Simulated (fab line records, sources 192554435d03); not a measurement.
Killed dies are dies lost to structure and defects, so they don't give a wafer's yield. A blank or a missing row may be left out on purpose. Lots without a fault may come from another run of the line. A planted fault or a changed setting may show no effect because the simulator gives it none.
fab line records | flow n5_finfet
record lots=5 wafers=15 last_day=17
route steps=1938 shown WELL_APT@36 PMOS_HMC_CHANNEL_EPI@57 BEOL_M4@1111 PASSIVATION@1936
lots that met no fault: from a run of the same line without faults
start_h: hours from the record's first day to the start of the lot's first wafer shown | wait_h: hours since the lot's step before | " the same as in the row above | L1.1+2: a row that stands for several wafers | - no value, or no start given | * or withheld: withheld | < > ~ a bound
route shown NAME@n: a module of which the file shows steps, and the number in the route of the first | usual: mean/standard deviation of fault-free wafers | same: alike in all rows | chamber/n: place in a boat | sites: the reading at each site | _std_site: their standard deviation | _edge_site: outer sites' mean less inner sites' | radius_mm: how far each site lies from the wafer's centre | mask NAME#n: copy n | behind: the tool/chamber that last shaped the wafer | hold: why the lot was held/for how many hours/how that ended | device: the transistor (n, p or np) that didn't switch | end of line: the same wafers' tests at the end of the route | a step without rows: its recipe alone | killed: dies lost to structure and defects at the first sort, not the wafer's yield | map: a wafer's dies, x killed, . not, _ none there
set.NAME: the setting as run; set.NAME@STEP: as run at that earlier step | model.NAME: the simulator's own value behind a step, which no gauge read
lots at some steps of the route; a table a step, a row a wafer
## steps
# step N5_WELL_APT_COAT_19
# recipe spin_rpm=1357 resist_thk_nm=950
# step N5_WELL_APT_EBR_21
# recipe solvent=PGMEA ebr_width_mm=1.5
# step N5_WELL_APT_SOFTBAKE_20
# recipe temp_c=130 time_s=60
# step N5_WELL_APT_EXPOSE_22
# recipe mask_id=PWELL na=0.8 source_shape=conventional sigma_outer=0.8 polarization=unpolarized defocus_nm=0 target_cd_nm=200 dose_mj=23.2
# step N5_WELL_APT_PEB_23
# recipe peb_temp_c=130 peb_time_s=90
# step N5_WELL_APT_DEVELOP_24
# recipe develop_time_s=45 rinse_liquid=surfactant_rinse dry=air_spin dev_temp_c=21
# step N5_WELL_APT_HARDBAKE_29
# recipe temp_c=130 time_s=120
# step N5_WELL_APT_DESCUM_30
# recipe chemistry=O2 time_s=7.9 source_power_w=50 bias_power_w=20 pressure_mtorr=20 rf_frequency_hz=2.712e+07 temp_c=40 o2_flow_sccm=225
# step N5_WELL_APT_IMPLANT_31
# recipe species=B energy_kev=60 dose_cm2=1.5e+13 tilt_deg=0 rotation_deg=0
# step N5_WELL_APT_IMPLANT_32
# recipe species=BF2 energy_kev=50 dose_cm2=2e+13 tilt_deg=0 rotation_deg=0
# usual dose_ions_cm2=1.9999e+13/2.2e+10 faraday_current_uA=254/5.3
# columns lot.wafer tool chamber start_h wait_h dose_ions_cm2 faraday_current_uA
L854.1 implanter-02 0 51.55 0.1 2.6544e+13 336
L854.2 " 0 " " 2.6532e+13 323
L854.5 " 0 " " 2.6543e+13 350
L857.1 implanter-02 0 69.53 0.1 2.6547e+13 327
L857.3 " 0 " " 2.6545e+13 342
L857.4 " 0 " " 2.656e+13 348
L858.1 implanter-02 0 75.51 0.1 2.6544e+13 341
L858.5 " 0 " " 2.6546e+13 331
L858.6 " 0 " " 2.6564e+13 341
L870.1 implanter-01 0 147.36 0.1 2.0039e+13 254
L870.3 " 0 " " 2.0024e+13 256
L870.5 " 0 " " 2.0018e+13 262
L871.1 implanter-02 0 153.36 0.1 1.9967e+13 245
L871.2 " 0 " " 1.9992e+13 247
L871.4 " 0 " " 2.0002e+13 248
# step N5_WELL_APT_STRIP_33
# recipe chemistry=SPM time_s=900 temp_c=130 h2so4_h2o2_vol_ratio=4 dry=ipa_marangoni
# step N5_WELL_APT_RTA_34
# recipe temp_c=1000 time_s=10 ambient=N2 idle_temp_c=600 ramp_up_c_per_s=150 ramp_down_c_per_s=60 cool_to_c=600
# step N5_WELL_APT_OXIDE_STRIP_42
# recipe chemistry=dHF dilution=25:1 time_s=45 temp_c=25 target=SiO2 target_depth_a=120
# step N5_WELL_APT_PRECLEAN_36
# recipe chemistry=O3/DIW time_s=45 temp_c=22 o3_ppm=10
# step N5_WELL_APT_PRECLEAN_39
# recipe chemistry=dHF time_s=60 dilution=150:1 temp_c=25
# step N5_WELL_APT_SRD_37
# recipe dry=ipa_marangoni do_ppb=5 time_s=30 temp_c=23 rinse_liquid=diw
# step N5_WELL_APT_EPI_41
# recipe material=Si target_thk_a=500 temp_c=650 precursor=SiH4/H2 pressure_torr=20 time_s=297.7
# step N5_PMOS_HMC_CHANNEL_EPI_HM_DEP_34
# recipe material=SiO2 target_thk_a=360 temp_c=400 precursor=TEOS/O2 pressure_torr=6.5 rf_w=900 teos_flow_sccm=161.4 gas=O2 flow_sccm=2650 time_s=6.9
# step N5_PMOS_HMC_CHANNEL_EPI_COAT_31
# recipe resist=BARC temp_c=205 time_s=60 spin_rpm=1500 resist_thk_nm=66
# step N5_PMOS_HMC_CHANNEL_EPI_COAT_03
# recipe resist=CAR-ArF-block spin_rpm=1500 resist_thk_nm=205
# step N5_PMOS_HMC_CHANNEL_EPI_EBR_05
# recipe solvent=PGMEA ebr_width_mm=1.5
# step N5_PMOS_HMC_CHANNEL_EPI_SOFTBAKE_04
# recipe temp_c=110 time_s=60 resist=CAR-ArF-block
# step N5_PMOS_HMC_CHANNEL_EPI_EXPOSE_06
# recipe mask_id=PMOS_HMC_BLK na=1.35 source_shape=conventional sigma_outer=0.8 polarization=unpolarized target_cd_nm=240 dose_mj=41
# step N5_PMOS_HMC_CHANNEL_EPI_PEB_07
# recipe peb_temp_c=110 peb_time_s=60 resist=CAR-ArF-block
# step N5_PMOS_HMC_CHANNEL_EPI_DEVELOP_08
# recipe develop_time_s=30 developer=TMAH resist=CAR-ArF-block dev_temp_c=23 rinse_liquid=diw dry=air_spin
# step N5_PMOS_HMC_CHANNEL_EPI_DESCUM_14
# recipe chemistry=O2 time_s=7.9 source_power_w=50 bias_power_w=20 pressure_mtorr=20 rf_frequency_hz=2.712e+07 temp_c=40 resist=CAR-ArF-block o2_flow_sccm=225
# step N5_PMOS_HMC_CHANNEL_EPI_ETCH_32
# recipe chemistry=N2/H2 target=BARC stop_on=SiO2 target_depth_a=858 over_etch_frac=0.3 time_s=50.3 ion_energy_ev=200 mask_material=CAR-ArF-block pressure_mtorr=30 source_w=840 bias_w=150 n2_flow_sccm=200 h2_flow_sccm=200
# step N5_PMOS_HMC_CHANNEL_EPI_HM_OPEN_15
# recipe chemistry=CHF3/O2 target=SiO2 mask_material=CAR-ArF-block target_depth_a=406 CHF3_flow_sccm=50 O2_flow_sccm=5 Ar_flow_sccm=200 time_s=20.3 pressure_mtorr=30 source_w=650 bias_w=170 ion_energy_ev=200
# step N5_PMOS_HMC_CHANNEL_EPI_STRIP_33
# recipe chemistry=N2/H2 power_w=500 temp_c=40 pressure_mtorr=50 rf_frequency_hz=6e+07 overash_fraction=0.3 bias_power_w=8 h2_frac=0.5 n2_flow_sccm=300 h2_flow_sccm=300
# step N5_PMOS_HMC_CHANNEL_EPI_STRIP_17
# recipe chemistry=SPM time_s=750 temp_c=130 h2so4_h2o2_vol_ratio=4 dry=ipa_marangoni
# step N5_PMOS_HMC_CHANNEL_EPI_ETCH_38
# recipe chemistry=CF4 target=SiO2 target_depth_a=15 ion_energy_ev=350 pressure_mtorr=10 icp_w=800 bias_w=400 cf4_flow_sccm=80
# step N5_PMOS_HMC_CHANNEL_EPI_FIN_RECESS_16
# recipe chemistry=HBr/Cl2 target=Si mask_material=SiO2 target_depth_a=540 time_s=18 pressure_mtorr=10 icp_w=800 bias_w=75 HBr_flow_sccm=150 Cl2_flow_sccm=80
# step N5_PMOS_HMC_CHANNEL_EPI_PRECLEAN_36
# recipe chemistry=O3/DIW time_s=45 temp_c=22 o3_ppm=10
# step N5_PMOS_HMC_CHANNEL_EPI_PRECLEAN_18
# recipe chemistry=DHF time_s=30 temp_c=25 dilution=withheld
# step N5_PMOS_HMC_CHANNEL_EPI_SRD_19
# recipe dry=ipa_marangoni do_ppb=5 time_s=30 temp_c=23 rinse_liquid=diw
# step N5_BEOL_M4_RC_MEAS_101
# usual CJ_N=4.30/0.076 DIBL_N=36.1/2 DIBL_P=36.3/2.4 IOFF_N=0.15/0.035 IOFF_P=0.21/0.039 ION_N=672/15 ION_P=463/9.7 SS_N=71.5/0.7 SS_P=73.2/0.75 VT_N=251/3.6 VT_P=-250/3.8
# columns lot.wafer tool chamber start_h wait_h CJ_N DIBL_N[mV/V] DIBL_P[mV/V] IOFF_N[nA/um] IOFF_P[nA/um] ION_N[uA/um] ION_P[uA/um] SS_N[mV/dec] SS_P[mV/dec] VT_N[mV] VT_P[mV]
L854.1 prober-02 0 206.40 0.0 4.92 36.4 37.1 0.14 0.19 661 453 71.8 73.7 252 -254
L854.2 " 0 " " 4.88 37.1 37.9 0.15 0.20 679 461 71.2 74.1 251 -251
L854.5 " 0 " " 5.01 35.0 34.0 0.11 0.15 640 444 70.5 72.2 257 -255
L858.1 prober-01 0 221.28 0.0 4.99 36.7 37.9 0.14 0.19 660 449 71.7 73.5 253 -252
L858.5 " 0 " " 5.11 36.6 36.8 0.14 0.18 658 443 72.1 73.1 254 -254
L858.6 " 0 " " 5.08 38.2 40.0 0.19 0.22 681 458 72.5 74.4 249 -251
L857.1 prober-02 0 221.81 0.0 4.94 33.7 32.0 0.10 0.17 650 458 71.1 72.3 256 -247
L857.3 " 0 " " 5.07 34.6 33.6 0.13 0.21 664 465 70.5 72.7 254 -247
L857.4 " 0 " " 4.97 33.4 32.1 0.10 0.19 638 456 70.8 72.5 259 -247
L871.1 prober-02 0 306.59 0.0 4.32 37.4 37.0 0.18 0.25 682 466 71.8 73.7 247 -246
L871.2 " 0 " " 4.32 34.5 33.2 0.13 0.19 672 467 70.8 72.8 253 -248
L871.4 " 0 " " 4.27 35.6 34.8 0.14 0.21 681 475 71.1 73.0 249 -248
L870.1 prober-01 0 310.95 0.0 4.25 39.8 40.2 0.20 0.29 699 476 72.3 73.3 248 -243
L870.3 " 0 " " 4.45 38.9 37.7 0.18 0.23 682 461 72.0 73.3 248 -250
L870.5 " 0 " " 4.27 35.8 34.4 0.12 0.18 650 457 71.3 73.0 254 -248
# step N5_PASSIVATION_PROBE_49
# usual defect_limited_yield=91.1/1.6 killed_at_M0_to_M3=35/11 killed_at_M4_up=13/5.4 killed_at_contacts=13/6.5 killed_at_front_end=40/14 killed_at_other=4/3.1 killed_dies=105/18 killed_open=69/14 killed_short=34/7.3 sort_bin_5_function=5.2/0.96 sort_bin_6_memory=3.4/0.77 sort_bin_8_speed=0.02/0.13 sort_n_pass=1075/19 sort_yield_pct=91.1/1.6
# same gross_dies=1180 killed_at_back_side=0 sort_bin_4_leakage[%]=0
# columns lot.wafer tool chamber start_h wait_h defect_limited_yield[%] killed_at_M0_to_M3 killed_at_M4_up killed_at_contacts killed_at_front_end killed_at_other killed_dies killed_open killed_short sort_bin_5_function[%] sort_bin_6_memory[%] sort_bin_8_speed[%] sort_n_pass sort_yield_pct[%]
L854.1 prober-02 - 313.95 0.0 92.4 45 13 12 15 5 90 58 29 4.8 2.7 0 1090 92.4
L854.2 prober-02 - 314.00 0.1 88.4 60 11 30 32 4 137 94 41 5.9 5.0 0 1043 88.4
L854.5 prober-02 - 314.15 0.2 90.3 37 21 11 43 3 115 79 36 6.2 3.4 0 1065 90.3
# killed by level:class
L854.1 BEOL_M2:geometric_particle:open=21 MOL_CONTACT_COAG:geometric_particle:open=6 MOL_CONTACT_COAG:geometric_particle:short=6 BEOL_M1:geometric_particle:open=6 BEOL_M3:geometric_particle:open=5 BEOL_M0_SAQP:geometric_particle:short=4 FIN_SAQP:geometric_particle:open=3 STI_FIN_REVEAL:geometric_particle:open=3
L854.2 MOL_CONTACT_COAG:geometric_particle:open=24 BEOL_M3:geometric_particle:open=13 STI_FIN_REVEAL:geometric_particle:open=12 BEOL_M2:geometric_particle:open=12 BEOL_M1:geometric_particle:open=11 BEOL_M1:geometric_particle:short=10 MOL_CONTACT_COAG:geometric_particle:short=6 BEOL_M0_SAQP:geometric_particle:short=5
L854.5 STI_FIN_REVEAL:geometric_particle:open=18 BEOL_M2:geometric_particle:open=12 BEOL_M4:geometric_particle:open=10 GATE_CUT:geometric_particle:short=8 MOL_CONTACT_COAG:geometric_particle:open=7 BEOL_M0_SAQP:geometric_particle:short=7 GATE_CUT:geometric_particle:open=6 BEOL_M2:geometric_particle:short=5
## key
first_sign step=N5_WELL_APT_IMPLANT_32 reading=dose_ions_cm2 direction=up sigmas=99+ usual=1.9999e+13 struck=2.6547e+13
effect step=N5_WELL_APT_IMPLANT_32 reading=faraday_current_uA direction=up sigmas=16 usual=254 struck=338
effect step=N5_BEOL_M4_RC_MEAS_101 reading=CJ_N direction=up sigmas=9.1 usual=4.30 struck=5.00
met_at N5_WELL_APT_IMPLANT_32
struck_wafers L854.1,L854.2,L854.5,L857.1,L857.3,L857.4,L858.1,L858.5,L858.6
fault kind=process_parameter_drift tool=implanter-02 chamber=- onset_h=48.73 steps=N5_WELL_APT_IMPLANT_32 channel=dose_cm2 offset=6.5403e+12 shape=step end_h=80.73 acts_in=these_recipes_only stated=2e+13
